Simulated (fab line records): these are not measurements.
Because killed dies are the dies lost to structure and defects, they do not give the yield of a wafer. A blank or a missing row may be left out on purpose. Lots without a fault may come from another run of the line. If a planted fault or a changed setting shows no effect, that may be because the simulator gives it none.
fab line records ; flow nandHarc
record lots=12; wafers=36; lastDay=33
route steps=1302 shown P_M0@273 P_M1@292 END@1302
lots that met no fault: taken from a fault-free run of the same line
startH: hours from the record's first day to the start of the lot's first wafer shown ; waitH: time in hours since the lot's previous step ; " repeats the value in the row above ; L1.1+2: a single row standing in for several wafers ; - either no value or no given start ; * or withheld: withheld ; < > ~ a bound
route shown NAME@n: a module of which the file shows steps, and the number in the route of the first ; usual: average and standard deviation across the fault-free wafers ; same: alike in all rows ; chamber/n: place in a boat ; sites: the reading at each site ; _std_site: their standard deviation ; _edge_site: inner sites' mean taken away from outer sites' mean ; radiusMm: how far each site lies from the wafer's centre ; mask NAME#n: copy n ; behind: the last tool/chamber to shape the wafer ; hold: why the lot was held/for how many hours/how that ended ; device: which transistor (n, p or np) failed to switch ; end of line: tests of these same wafers at the route's end ; for a step that has no rows: nothing shown but its recipe ; killed: dies that structure and defects cost at the first sort, which is not the same as the wafer's yield ; map: shows each die of a wafer: x if killed, . if not, _ if none is there
set.NAME: the run value of the setting; set.NAME@STEP: its run value at that earlier step ; model.NAME: the simulator's own value behind a step, which no gauge read
the route's steps for a sample of lots (tables are steps, rows are wafers)
services: a tool's chamber out of use, with start hour (startH, from the record's first day; less than 0 if before it), hours out, and reason
## steps
# step NHARC_P_M0_PRE_CLEAN_29
# recipe timeS=30; tempC=280; gas=H2/He
# usual heaterPowerW=405/51
lot.wafer;tool;chamber;startH;waitH;heaterPowerW
L983.4;pvdSputter-02;-;-;-;381
L983.2;pvdSputter-02;-;-;-;368
L983.5;pvdSputter-02;-;-;-;424
L984.2;pvdSputter-02;-;-;-;359
L984.3;pvdSputter-02;-;-;-;417
L984.6;pvdSputter-02;-;-;-;542
L985.2;pvdSputter-01;-;-;-;349
L985.1;pvdSputter-01;-;-;-;465
L985.3;pvdSputter-01;-;-;-;448
L990.3;pvdSputter-03;-;204.08;0.1;344
L990.6;pvdSputter-03;-;204.08;0.1;326
L990.5;pvdSputter-03;-;204.08;0.1;377
L992.4;pvdSputter-01;-;-;-;448
L992.2;pvdSputter-01;-;-;-;376
L992.3;pvdSputter-01;-;-;-;356
L995.3;pvdSputter-03;-;-;-;473
L995.4;pvdSputter-03;-;-;-;335
L995.6;pvdSputter-03;-;-;-;394
L996.4;pvdSputter-01;-;-;-;380
L996.3;pvdSputter-01;-;-;-;432
L996.6;pvdSputter-01;-;-;-;381
L997.2;pvdSputter-02;-;-;-;388
L997.3;pvdSputter-02;-;-;-;359
L997.5;pvdSputter-02;-;-;-;409
L999.2;pvdSputter-03;-;-;-;403
L999.6;pvdSputter-03;-;-;-;388
L999.5;pvdSputter-03;-;-;-;404
L103.3;pvdSputter-02;-;-;-;403
L103.1;pvdSputter-02;-;-;-;358
L103.5;pvdSputter-02;-;-;-;417
L104.4;pvdSputter-03;-;-;-;326
L104.5;pvdSputter-03;-;-;-;447
L104.6;pvdSputter-03;-;-;-;342
L106.1;pvdSputter-01;-;-;-;371
L106.3;pvdSputter-01;-;-;-;433
L106.5;pvdSputter-01;-;-;-;374
# step NHARC_P_M0_CMP_23
# recipe tOverpolishS=20; targetThkNm=117.54
# usual motorCurrentA=12.6/0.71; timeToEndpointS=28.9/1.8
lot.wafer;tool;chamber;startH;waitH;motorCurrentA;timeToEndpointS
L983.2;cmp-02;1;127.94;-;13.0;25.8
L983.4;cmp-02;2;127.94;-;15.1;25.3
L983.5;cmp-02;0;127.94;-;12.5;28.0
L984.2;cmp-04;2;131.28;-;11.7;26.1
L984.3;cmp-04;0;131.28;-;12.6;29.2
L984.6;cmp-04;3;131.28;-;13.2;30.4
L985.1;cmp-01;2;145.40;-;12.6;28.1
L985.2;cmp-01;3;145.40;-;11.0;32.0
L985.3;cmp-01;0;145.40;-;12.6;29.7
L990.3;cmp-01;1;205.33;-;12.2;27.4
L990.6;cmp-01;0;205.33;-;12.9;29.9
L990.5;cmp-01;1;205.33;-;12.1;29.5
L992.3;cmp-04;3;215.72;-;13.6;29.1
L992.2;cmp-04;0;215.72;-;12.2;28.5
L992.4;cmp-04;1;215.72;-;12.7;30.7
L995.3;cmp-04;2;246.72;-;11.6;28.0
L995.4;cmp-04;1;246.72;-;12.5;28.6
L995.6;cmp-04;2;246.72;-;12.2;28.5
L996.3;cmp-02;1;251.39;-;13.2;30.0
L996.4;cmp-02;2;251.39;-;14.0;27.9
L996.6;cmp-02;1;251.39;-;13.0;31.2
L997.3;cmp-04;2;267.50;-;11.9;30.1
L997.2;cmp-04;3;267.50;-;12.7;29.3
L997.5;cmp-04;3;267.50;-;13.8;28.4
L999.2;cmp-04;3;289.33;-;13.5;30.8
L999.6;cmp-04;0;289.33;-;13.1;29.1
L999.5;cmp-04;1;289.33;-;12.8;29.8
L103.3;cmp-02;2;326.91;-;13.9;27.4
L103.1;cmp-02;1;326.91;-;13.1;29.6
L103.5;cmp-02;2;326.91;-;13.6;28.8
L104.4;cmp-01;0;330.37;-;12.3;28.6
L104.5;cmp-01;0;330.37;-;11.9;29.0
L104.6;cmp-01;1;330.37;-;12.1;27.7
L106.1;cmp-04;2;353.16;-;12.6;32.1
L106.3;cmp-04;3;353.16;-;13.7;30.0
L106.5;cmp-04;1;353.16;-;12.7;28.5
# step NHARC_P_M1_EXPOSE_06
# recipe na=1.35; targetCdNm=130; doseMj=81.88; maskId=P_M1
# usual exposureDoseMJCm2=81.87/0.074
lot.wafer;tool;chamber;startH;waitH;mask;exposureDoseMJCm2
L983.2;arfiScanner-03;0;129.54;-;P_M1#0;81.97
L983.4;arfiScanner-03;0;129.54;-;P_M1#0;81.90
L983.5;arfiScanner-03;0;129.54;-;P_M1#0;81.86
L984.2;arfiScanner-02;0;133.03;-;P_M1#0;81.89
L984.3;arfiScanner-02;0;133.03;-;P_M1#0;81.82
L984.6;arfiScanner-02;0;133.03;-;P_M1#0;81.81
L985.1;arfiScanner-02;0;146.99;-;P_M1#0;81.84
L985.2;arfiScanner-02;0;146.99;-;P_M1#0;81.90
L985.3;arfiScanner-02;0;146.99;-;P_M1#0;81.96
L990.3;arfiScanner-03;0;207.05;-;P_M1#0;81.87
L990.5;arfiScanner-03;0;207.05;-;P_M1#0;81.82
L990.6;arfiScanner-03;0;207.05;-;P_M1#0;81.95
L992.2;arfiScanner-02;0;217.42;-;P_M1#0;81.88
L992.3;arfiScanner-02;0;217.42;-;P_M1#0;81.92
L992.4;arfiScanner-02;0;217.42;-;P_M1#0;81.87
L995.3;arfiScanner-03;0;248.33;-;P_M1#0;110.45
L995.4;arfiScanner-03;0;248.33;-;P_M1#0;110.33
L995.6;arfiScanner-03;0;248.33;-;P_M1#0;110.43
L996.3;arfiScanner-03;0;252.97;-;P_M1#0;104.72
L996.4;arfiScanner-03;0;252.97;-;P_M1#0;104.58
L996.6;arfiScanner-03;0;252.97;-;P_M1#0;104.71
L997.2;arfiScanner-03;0;269.29;-;P_M1#0;102.19
L997.3;arfiScanner-03;0;269.29;-;P_M1#0;102.20
L997.5;arfiScanner-03;0;269.29;-;P_M1#0;102.19
L999.2;arfiScanner-03;0;290.86;-;P_M1#0;102.32
L999.5;arfiScanner-03;0;290.86;-;P_M1#0;102.25
L999.6;arfiScanner-03;0;290.86;-;P_M1#0;102.32
L103.1;arfiScanner-01;0;328.66;-;P_M1#0;81.96
L103.3;arfiScanner-01;0;328.66;-;P_M1#0;81.95
L103.5;arfiScanner-01;0;328.66;-;P_M1#0;82.00
L104.4;arfiScanner-02;0;332.13;-;P_M1#0;81.90
L104.5;arfiScanner-02;0;332.13;-;P_M1#0;81.84
L104.6;arfiScanner-02;0;332.13;-;P_M1#0;81.92
L106.1;arfiScanner-02;0;354.84;-;P_M1#0;81.74
L106.3;arfiScanner-02;0;354.84;-;P_M1#0;81.76
L106.5;arfiScanner-02;0;354.84;-;P_M1#0;81.74
# step NHARC_P_M1_CD_MEAS_09
# recipe targetCdNm=130; landingEnergyEv=500
# usual cdNm=129.7/0.54
lot.wafer;tool;chamber;startH;waitH;cdNm
L983.2;cdSem-03;0;129.68;-;128.6
L983.4;cdSem-03;0;129.68;-;128.6
L983.5;cdSem-03;0;129.68;-;128.8
L984.2;cdSem-03;0;133.17;-;129.7
L984.3;cdSem-03;0;133.17;-;129.3
L984.6;cdSem-03;0;133.17;-;130.5
L985.1;cdSem-01;0;147.13;-;129.3
L985.2;cdSem-01;0;147.13;-;128.6
L985.3;cdSem-01;0;147.13;-;129.1
L990.3;cdSem-02;0;207.18;-;130.0
L990.5;cdSem-02;0;207.18;-;129.5
L990.6;cdSem-02;0;207.18;-;128.9
L992.2;cdSem-03;0;217.56;-;129.8
L992.3;cdSem-03;0;217.56;-;130.2
L992.4;cdSem-03;0;217.56;-;130.2
L995.3;cdSem-01;0;248.46;-;147.2
L995.4;cdSem-01;0;248.46;-;147.9
L995.6;cdSem-01;0;248.46;-;147.0
L996.3;cdSem-02;0;253.11;-;145.0
L996.4;cdSem-02;0;253.11;-;145.5
L996.6;cdSem-02;0;253.11;-;145.3
L997.2;cdSem-01;0;269.43;-;143.7
L997.3;cdSem-01;0;269.43;-;143.9
L997.5;cdSem-01;0;269.43;-;143.4
L999.2;cdSem-03;0;290.99;-;143.6
L999.5;cdSem-03;0;290.99;-;143.9
L999.6;cdSem-03;0;290.99;-;143.8
L103.1;cdSem-03;0;328.80;-;129.8
L103.3;cdSem-03;0;328.80;-;130.0
L103.5;cdSem-03;0;328.80;-;130.4
L104.4;cdSem-02;0;332.26;-;129.8
L104.5;cdSem-02;0;332.26;-;130.0
L104.6;cdSem-02;0;332.26;-;129.7
L106.1;cdSem-01;0;354.98;-;130.3
L106.3;cdSem-01;0;354.98;-;130.0
L106.5;cdSem-01;0;354.98;-;129.8
# step NHARC_P_M1_DESCUM_14
# recipe timeS=3; o2FlowSccm=200; arFlowSccm=0; biasPowerW=0; chemistry=O2
# usual drypumpMotorCurrentA=5.61/0.26; oesProductAu=1.000/0.0063; rfVppV=57.9/0.96; showerheadPlenumPTorr=1.94/0.1; throttleValvePct=11.312/0.0089
lot.wafer;tool;chamber;startH;waitH;drypumpMotorCurrentA;oesProductAu;rfHoursCounterH;rfVppV;showerheadPlenumPTorr;throttleValvePct
L983.4;rieDiel-02;2;129.87;0.1;6.60;0.992;23;57.5;2.00;11.315
L983.2;rieDiel-02;3;129.87;0.1;5.81;0.992;22;57.8;1.81;11.320
L983.5;rieDiel-02;2;129.87;0.1;6.58;0.987;-;57.3;2.00;11.328
L984.3;rieDiel-10;2;133.36;0.1;5.53;0.999;5;59.8;2.06;11.316
L984.2;rieDiel-10;3;133.36;0.1;5.36;0.995;5;57.6;1.85;11.309
L984.6;rieDiel-10;1;133.36;0.1;5.71;1.000;-;57.2;1.90;11.316
L985.2;rieDiel-10;0;147.32;0.1;5.62;0.991;5;59.0;2.00;11.309
L985.1;rieDiel-10;1;147.32;0.1;5.70;0.993;5;58.0;1.90;11.322
L985.3;rieDiel-10;2;147.32;0.1;5.54;1.001;6;58.4;2.06;11.317
L990.3;rieDiel-06;0;207.37;0.1;5.45;0.998;4;57.9;2.05;11.290
L990.6;rieDiel-06;3;207.37;0.1;5.81;0.995;-;57.2;1.81;11.314
L990.5;rieDiel-06;0;207.37;0.1;5.45;1.014;-;60.1;2.05;11.313
L992.2;rieDiel-06;1;217.74;0.1;5.30;1.007;4;58.5;1.81;11.321
L992.4;rieDiel-06;2;217.74;0.1;5.65;0.998;5;58.3;2.06;11.320
L992.3;rieDiel-06;0;217.74;0.1;5.43;0.994;5;58.4;2.05;11.309
L995.3;rieDiel-06;1;248.64;0.1;5.30;0.993;6;56.6;1.81;11.321
L995.4;rieDiel-06;2;248.64;0.1;5.68;0.995;6;58.8;2.06;11.302
L995.6;rieDiel-06;1;248.64;0.1;5.32;0.991;-;57.1;1.81;11.310
L996.4;rieDiel-06;1;253.30;0.1;5.30;0.999;7;57.1;1.81;11.330
L996.3;rieDiel-06;2;253.30;0.1;5.61;1.002;7;58.2;2.06;11.308
L996.6;rieDiel-06;0;253.30;0.1;5.43;1.003;-;58.1;2.05;11.321
L997.2;rieDiel-02;2;269.61;0.1;6.60;0.999;13;59.1;1.99;11.328
L997.3;rieDiel-02;3;269.61;0.1;5.82;1.002;15;57.9;1.80;11.311
L997.5;rieDiel-02;2;269.61;0.1;6.60;1.010;-;57.3;1.99;11.305
L999.2;rieDiel-06;2;291.18;0.1;5.68;1.002;9;58.4;2.06;11.314
L999.5;rieDiel-06;2;291.18;0.1;5.70;1.001;-;59.1;2.06;11.309
L999.6;rieDiel-06;3;291.18;0.1;5.81;0.994;-;56.4;1.81;11.303
L103.3;rieDiel-10;3;329.00;0.1;5.34;1.002;8;57.2;1.85;11.326
L103.1;rieDiel-10;1;329.00;0.1;5.72;0.996;5;57.4;1.90;11.305
L103.5;rieDiel-10;3;329.00;0.1;5.34;0.991;-;58.0;1.85;11.299
L104.6;rieDiel-06;1;332.47;0.1;5.29;0.986;-;59.7;1.81;11.307
L104.5;rieDiel-06;2;332.47;0.1;5.65;0.991;-;59.5;2.06;11.306
L104.4;rieDiel-06;0;332.47;0.1;5.43;0.997;-;56.5;2.05;11.323
L106.3;rieDiel-06;1;355.17;0.1;5.29;1.004;2;58.0;1.81;11.318
L106.1;rieDiel-06;2;355.17;0.1;5.63;0.994;2;59.4;2.06;11.316
L106.5;rieDiel-06;2;355.17;0.1;5.66;0.992;-;59.2;2.06;11.313
# step NHARC_P_M1_CD_MEAS_16
# usual cdNm=129.5/0.67
lot.wafer;tool;chamber;startH;waitH;cdNm
L983.2;cdSem-02;-;130.17;-;128.6
L983.4;cdSem-02;-;130.17;-;129.0
L983.5;cdSem-02;-;130.17;-;128.7
L984.2;cdSem-02;-;133.66;-;129.5
L984.3;cdSem-02;-;133.66;-;128.8
L984.6;cdSem-02;-;133.66;-;130.4
L985.1;cdSem-01;-;147.62;-;129.8
L985.2;cdSem-01;-;147.62;-;128.2
L985.3;cdSem-01;-;147.62;-;129.2
L990.3;cdSem-03;-;207.67;-;130.2
L990.5;cdSem-03;-;207.67;-;129.5
L990.6;cdSem-03;-;207.67;-;128.5
L992.2;cdSem-03;-;218.05;-;129.1
L992.3;cdSem-03;-;218.05;-;129.7
L992.4;cdSem-03;-;218.05;-;130.2
L995.3;cdSem-03;-;248.95;-;147.1
L995.4;cdSem-03;-;248.95;-;148.1
L995.6;cdSem-03;-;248.95;-;146.3
L996.3;cdSem-01;-;253.60;-;144.4
L996.4;cdSem-01;-;253.60;-;144.5
L996.6;cdSem-01;-;253.60;-;145.6
L997.2;cdSem-03;-;269.99;-;142.5
L997.3;cdSem-03;-;269.99;-;143.4
L997.5;cdSem-03;-;269.99;-;142.6
L999.2;cdSem-02;-;291.48;-;143.5
L999.5;cdSem-02;-;291.48;-;142.9
L999.6;cdSem-02;-;291.48;-;143.1
L103.1;cdSem-01;-;329.29;-;130.1
L103.3;cdSem-01;-;329.29;-;130.0
L103.5;cdSem-01;-;329.29;-;130.2
L104.4;cdSem-02;-;332.80;-;130.2
L104.5;cdSem-02;-;332.80;-;130.6
L104.6;cdSem-02;-;332.80;-;129.3
L106.1;cdSem-02;-;355.51;-;130.1
L106.3;cdSem-02;-;355.51;-;130.0
L106.5;cdSem-02;-;355.51;-;130.6
# step NHARC_END_SORT_01
# recipe tempC=25
# usual defectLimitedYield=90.6/2.7; killedAtArray=59/19; killedAtOther=0.6/0.85; killedAtPeriphery=3.8/2.5; killedDies=64/19; killedOpen=3.3/1.8; killedShort=2.2/1.6
# same grossDies=677
lot.wafer;tool;chamber;startH;waitH;defectLimitedYield[%];killedAtArray;killedAtOther;killedAtPeriphery;killedDies;killedOpen;killedShort
L983.2;prober-02;0;565.82;2.8;98.2;8;0;4;12;3;1
L983.4;prober-02;0;567.41;3.4;96.6;19;1;3;23;2;3
L983.5;prober-02;0;568.21;3.7;96.5;17;1;6;24;3;3
L985.1;prober-01;0;577.07;2.5;95.1;29;0;4;33;4;2
L985.2;prober-01;0;577.87;2.8;95.1;31;0;2;33;3;3
L985.3;prober-01;0;578.68;3.1;93.8;35;0;7;42;4;3
L992.2;prober-02;0;645.39;2.8;92.0;51;1;2;54;6;2
L992.3;prober-02;0;646.19;3.1;91.0;53;2;6;61;4;5
L992.4;prober-02;0;646.99;3.4;90.5;61;2;1;64;3;7
L990.3;prober-01;0;646.14;3.1;90.7;58;1;4;63;4;1
L990.5;prober-01;0;647.72;3.7;88.8;70;2;4;76;4;4
L990.6;prober-01;0;648.51;4.0;91.0;59;0;2;61;0;2
L995.3;prober-01;0;691.06;3.1;90.8;59;1;2;62;3;0
L995.4;prober-01;0;691.86;3.4;90.5;62;1;1;64;4;2
L995.6;prober-01;0;693.46;4.0;90.8;60;0;2;62;0;5
L996.3;prober-02;0;700.93;5.5;87.1;84;0;3;87;4;1
L996.4;prober-02;0;701.73;5.8;88.5;76;0;2;78;5;2
L996.6;prober-02;0;703.35;6.4;88.9;71;0;4;75;3;3
L999.2;prober-02;0;736.98;2.8;90.8;60;0;2;62;1;3
L999.5;prober-02;0;739.40;3.7;90.7;58;0;5;63;7;3
L999.6;prober-02;0;740.21;4.0;91.1;55;1;4;60;3;2
# killed by level:class
L983.2 A_CHANNEL_HOLE_D2:chamberFilmFlake=4 A_CHANNEL_HOLE_D1:geometricParticle:open=1 A_SGD_CUT:geometricParticle:short=1 A_WL_FILL:geometricParticle:open=1 A_BLC:geometricParticle:open=1 P_ZERO_WELL:chamberFilmFlake=1 P_STI:chamberFilmFlake=1 P_GATE:chamberFilmFlake=1
L983.4 A_CHANNEL_HOLE_D2:chamberFilmFlake=6 A_CHANNEL_HOLE_D1:chamberFilmFlake=3 P_GATE:chamberFilmFlake=2 A_STAIRCASE:chamberFilmFlake=2 A_CONTACT:chamberFilmFlake=2 A_ONON_D1:geometricParticle:short=1 A_ONON_D1:geometricParticle:open=1 A_CHANNEL_FILL_D1:geometricParticle:open=1
L983.5 A_CHANNEL_HOLE_D2:chamberFilmFlake=6 A_STAIRCASE:chamberFilmFlake=3 A_ONON_D2:geometricParticle:open=2 P_STI:chamberFilmFlake=2 P_GATE:chamberFilmFlake=2 P_GATE:geometricParticle:open=1 A_SOURCE_PLATE:geometricParticle:short=1 A_ONON_D1:geometricParticle:short=1
L985.1 A_CHANNEL_HOLE_D2:chamberFilmFlake=5 A_STAIRCASE:chamberFilmFlake=5 A_CONTACT:chamberFilmFlake=5 P_GATE:chamberFilmFlake=3 A_WL_FILL:chamberFilmFlake=3 A_DECK1_JOINT:chamberFilmFlake=2 A_SLIT:chamberFilmFlake=2 A_ONON_D1:geometricParticle:open=1
L985.2 A_CHANNEL_HOLE_D2:chamberFilmFlake=7 A_STAIRCASE:chamberFilmFlake=5 A_WL_FILL:chamberFilmFlake=3 A_CHANNEL_FILL_D2:geometricParticle:open=2 P_CONTACT:chamberFilmFlake=2 A_SLIT:chamberFilmFlake=2 A_CONTACT:chamberFilmFlake=2 A_ONON_D1:geometricParticle:short=1
L985.3 A_CHANNEL_HOLE_D2:chamberFilmFlake=13 A_STAIRCASE:chamberFilmFlake=7 A_CONTACT:chamberFilmFlake=6 P_GATE:chamberFilmFlake=3 A_CHANNEL_FILL_D1:geometricParticle:open=2 A_SGD_CUT:geometricParticle:short=2 A_CHANNEL_FILL_D1:chamberFilmFlake=2 P_CONTACT:geometricParticle:open=1
L992.2 A_SLIT:chamberFilmFlake=28 A_CHANNEL_HOLE_D2:chamberFilmFlake=6 A_CHANNEL_HOLE_D1:chamberFilmFlake=4 A_M0:geometricParticle:open=3 A_STAIRCASE:chamberFilmFlake=3 A_SGD_CUT:geometricParticle:open=2 A_WL_FILL:chamberFilmFlake=2 P_CONTACT:geometricParticle:short=1
L990.3 A_CHANNEL_HOLE_D1:chamberFilmFlake=31 A_CHANNEL_HOLE_D2:chamberFilmFlake=19 P_CONTACT:geometricParticle:open=2 P_GATE:chamberFilmFlake=2 A_STAIRCASE:chamberFilmFlake=2 A_ONON_D1:geometricParticle:open=1 A_ONON_D2:geometricParticle:short=1 A_WL_FILL:geometricParticle:open=1
L992.3 A_SLIT:chamberFilmFlake=22 A_CHANNEL_HOLE_D2:chamberFilmFlake=10 A_CHANNEL_HOLE_D1:chamberFilmFlake=6 A_WL_FILL:chamberFilmFlake=4 P_ZERO_WELL:chamberFilmFlake=3 A_CONTACT:chamberFilmFlake=3 THIN_TSV:chamberFilmFlake=2 A_SGD_CUT:geometricParticle:short=2
L992.4 A_SLIT:chamberFilmFlake=30 A_CHANNEL_HOLE_D2:chamberFilmFlake=10 A_STAIRCASE:chamberFilmFlake=5 A_CHANNEL_FILL_D1:chamberFilmFlake=3 A_ONON_D1:geometricParticle:short=2 A_WL_FILL:chamberFilmFlake=2 THIN_TSV:chamberFilmFlake=2 P_CONTACT:geometricParticle:short=1
L990.5 A_CHANNEL_HOLE_D1:chamberFilmFlake=37 A_CHANNEL_HOLE_D2:chamberFilmFlake=20 A_WL_FILL:geometricParticle:short=3 A_STAIRCASE:chamberFilmFlake=3 A_ONON_D2:geometricParticle:open=2 P_STI:chamberFilmFlake=2 A_CONTACT:chamberFilmFlake=2 THIN_TSV:chamberFilmFlake=2
L990.6 A_CHANNEL_HOLE_D2:chamberFilmFlake=30 A_CHANNEL_HOLE_D1:chamberFilmFlake=23 P_STI:chamberFilmFlake=2 A_CHANNEL_FILL_D1:chamberFilmFlake=2 A_ONON_D1:geometricParticle:short=1 A_WL_FILL:geometricParticle:short=1 A_SLIT:chamberFilmFlake=1 A_CONTACT:chamberFilmFlake=1
L995.3 A_SLIT:chamberFilmFlake=38 A_WL_FILL:chamberFilmFlake=9 A_STAIRCASE:chamberFilmFlake=3 P_GATE:chamberFilmFlake=2 A_CHANNEL_HOLE_D1:chamberFilmFlake=2 A_CONTACT:chamberFilmFlake=2 A_WL_FILL:geometricParticle:open=1 A_M0:geometricParticle:open=1
L995.4 A_SLIT:chamberFilmFlake=35 A_CONTACT:chamberFilmFlake=9 A_CHANNEL_HOLE_D1:chamberFilmFlake=8 A_SGD_CUT:geometricParticle:open=2 A_ONON_D1:geometricParticle:open=1 A_CHANNEL_FILL_D1:geometricParticle:short=1 A_CHANNEL_HOLE_D2:geometricParticle:short=1 A_CONTACT:geometricParticle:open=1
L995.6 A_SLIT:chamberFilmFlake=40 A_CONTACT:chamberFilmFlake=4 A_ONON_D1:geometricParticle:short=3 A_CHANNEL_HOLE_D1:chamberFilmFlake=3 A_DECK1_JOINT:chamberFilmFlake=3 A_STAIRCASE:chamberFilmFlake=3 A_WL_FILL:chamberFilmFlake=2 P_GATE:geometricParticle:short=1
L996.3 A_CHANNEL_HOLE_D1:chamberFilmFlake=32 A_SLIT:chamberFilmFlake=29 A_CHANNEL_HOLE_D2:chamberFilmFlake=12 A_CONTACT:chamberFilmFlake=4 A_CHANNEL_FILL_D2:geometricParticle:open=2 A_WL_FILL:chamberFilmFlake=2 P_CONTACT:geometricParticle:open=1 A_ONON_D1:geometricParticle:open=1
L996.4 A_CHANNEL_HOLE_D1:chamberFilmFlake=26 A_SLIT:chamberFilmFlake=24 A_CHANNEL_HOLE_D2:chamberFilmFlake=11 A_CONTACT:chamberFilmFlake=5 A_ONON_D1:geometricParticle:short=2 A_CHANNEL_FILL_D1:geometricParticle:open=2 A_BONDPAD:chamberFilmFlake=2 A_DECK1_JOINT:geometricParticle:open=1
L996.6 A_SLIT:chamberFilmFlake=28 A_CHANNEL_HOLE_D1:chamberFilmFlake=18 A_CHANNEL_HOLE_D2:chamberFilmFlake=10 A_CONTACT:chamberFilmFlake=5 A_BONDPAD:chamberFilmFlake=3 P_M1:chamberFilmFlake=2 A_WL_FILL:chamberFilmFlake=2 P_CONTACT:geometricParticle:open=1
L999.2 A_SLIT:chamberFilmFlake=28 A_CHANNEL_HOLE_D1:chamberFilmFlake=12 A_CONTACT:chamberFilmFlake=6 A_ZERO_WELL:chamberFilmFlake=4 A_STAIRCASE:chamberFilmFlake=2 A_SGD_CUT:chamberFilmFlake=2 A_CHANNEL_HOLE_D1:geometricParticle:short=1 A_CHANNEL_FILL_D1:geometricParticle:short=1
L999.5 A_SLIT:chamberFilmFlake=25 A_CONTACT:chamberFilmFlake=11 A_CHANNEL_HOLE_D1:chamberFilmFlake=9 P_STI:chamberFilmFlake=3 P_M0:geometricParticle:open=2 A_CHANNEL_HOLE_D1:geometricParticle:short=2 A_ZERO_WELL:chamberFilmFlake=2 A_CHANNEL_HOLE_D1:geometricParticle:open=1
L999.6 A_SLIT:chamberFilmFlake=25 A_CHANNEL_HOLE_D1:chamberFilmFlake=10 A_CONTACT:chamberFilmFlake=5 P_STI:chamberFilmFlake=3 A_STAIRCASE:chamberFilmFlake=3 A_ZERO_WELL:chamberFilmFlake=2 A_CHANNEL_FILL_D2:chamberFilmFlake=2 A_BLC:chamberFilmFlake=2
## services
tool;chamber;startH;hours;kind
pvdSputter-02;-;104.00;10.0;pm
cmp-04;-;111.00;4.0;pm
cmp-04;-;115.92;2.6;repair
rieDiel-06;-;130.20;9.0;pm
arfiScanner-02;-;140.00;4.0;pm
arfiScanner-03;-;141.81;0.3;repair
arfiScanner-03;-;146.91;2.1;repair
arfiScanner-02;-;153.66;1.4;repair
rieDiel-06;0;163.22;3.2;repair
arfiScanner-02;-;174.35;4.4;repair
arfiScanner-03;-;196.00;4.0;pm
cmp-04;-;209.09;4.0;pm
rieDiel-06;-;219.03;0.6;repair
rieDiel-06;3;261.93;4.9;repair
arfiScanner-02;-;269.35;0.7;repair
rieDiel-06;2;293.45;2.4;repair
cmp-04;-;307.14;4.0;pm
rieDiel-06;-;307.20;9.0;pm
arfiScanner-02;-;312.00;4.0;pm
cmp-04;-;314.97;0.3;repair
rieDiel-06;-;328.40;0.7;repair
rieDiel-06;3;331.08;6.8;repair
rieDiel-06;3;346.28;5.7;repair
rieDiel-06;0;352.51;3.5;repair
## key
firstSign step=NHARC_P_M1_EXPOSE_06; reading=exposureDoseMJCm2; direction=up; sigmas=99+; usual=81.87; struck=104.89
effect step=NHARC_P_M1_CD_MEAS_09; reading=cdNm; direction=up; sigmas=28; usual=129.7; struck=145.0; through=controlLoop
effect step=NHARC_P_M1_CD_MEAS_16; reading=cdNm; direction=up; sigmas=22; usual=129.5; struck=144.5; through=controlLoop
metAt NHARC_P_M1_EXPOSE_06
struckLots L995,L996,L997,L999
loopTrim step=NHARC_P_M1_EXPOSE_06; setting=dose; lots=L996,L997,L999
notActingAt NHARC_P_M0_PRE_CLEAN_29,NHARC_P_M0_CMP_23,NHARC_P_M1_DESCUM_14
onsetBetween 207.05 248.33
fault kind=processParameterDrift; tool=arfiScanner-03; chamber=-; onsetH=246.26; steps=NHARC_P_M1_EXPOSE_06; channel=doseMj; offset=28.593; shape=step; actsIn=theseRecipesOnly; stated=81.88
# loopTrim: a control loop set the setting to another value than it would have without faults
